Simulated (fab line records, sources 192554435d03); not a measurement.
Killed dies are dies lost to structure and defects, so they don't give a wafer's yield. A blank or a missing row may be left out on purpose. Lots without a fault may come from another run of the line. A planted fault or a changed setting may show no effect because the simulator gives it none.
Chamber matching | flow n5_finfet | N5_SPACER0_ALD_00 on ald_sin-01: 4 sister chambers
The step deposits SiOCN, target thk 3.5 nm, pulse time 3 s, purge time 2 s. 8 wafers are shown with their chamber, then 6 later ones without.

WAFERS WITH THEIR CHAMBER
wafer  | chamber | heater_power_w (W) | precursor_pulse_height_rel
L142.6 | 2       | 800                | 1.005
L143.1 | 2       | 828                | 1.000
L143.4 | 3       | 788                | 1.010
L144.1 | 0       | 889                | 0.986
L144.2 | 3       | 794                | 0.975
L146.1 | 0       | 887                | 0.991
L146.3 | 1       | 800                | 0.988
L146.5 | 1       | 811                | 1.019

WAFERS WITHOUT THEIR CHAMBER
wafer  | heater_power_w (W) | precursor_pulse_height_rel
L153.1 | 794                | 0.993
L153.5 | 811                | 1.015
L153.6 | 811                | 1.005
L155.3 | 862                | 0.992
L155.4 | 803                | 1.020
L155.5 | 890                | 0.997

WHICH CHAMBER EACH WENT THROUGH
wafer  | from the rows above          | in truth
L153.1 | can't be placed: 3 or 1 or 2 | 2
L153.5 | can't be placed: 2 or 1 or 3 | 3
L153.6 | can't be placed: 2 or 1 or 3 | 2
L155.3 | 0                            | 0
L155.4 | can't be placed: 1 or 2 or 3 | 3
L155.5 | 0                            | 0
Placed correctly: 2 of 6. Can't be placed from these rows: 4 (the true chamber is among the candidates in 4). Placed wrongly: 0.
How it was worked out, from the rows above alone: a wafer's distance from a chamber is the root of the sum, over the readings, of the square of ((its reading less the chamber's mean) divided by the reading's scatter). The wafer belongs to the nearest chamber; if the next one is less than 2 further off, it can't be placed. A chamber's mean is the mean of its shown wafers. The scatter: the root of (the sum of the squares of (reading less its chamber's mean) over the shown wafers, divided by (wafers less chambers)).
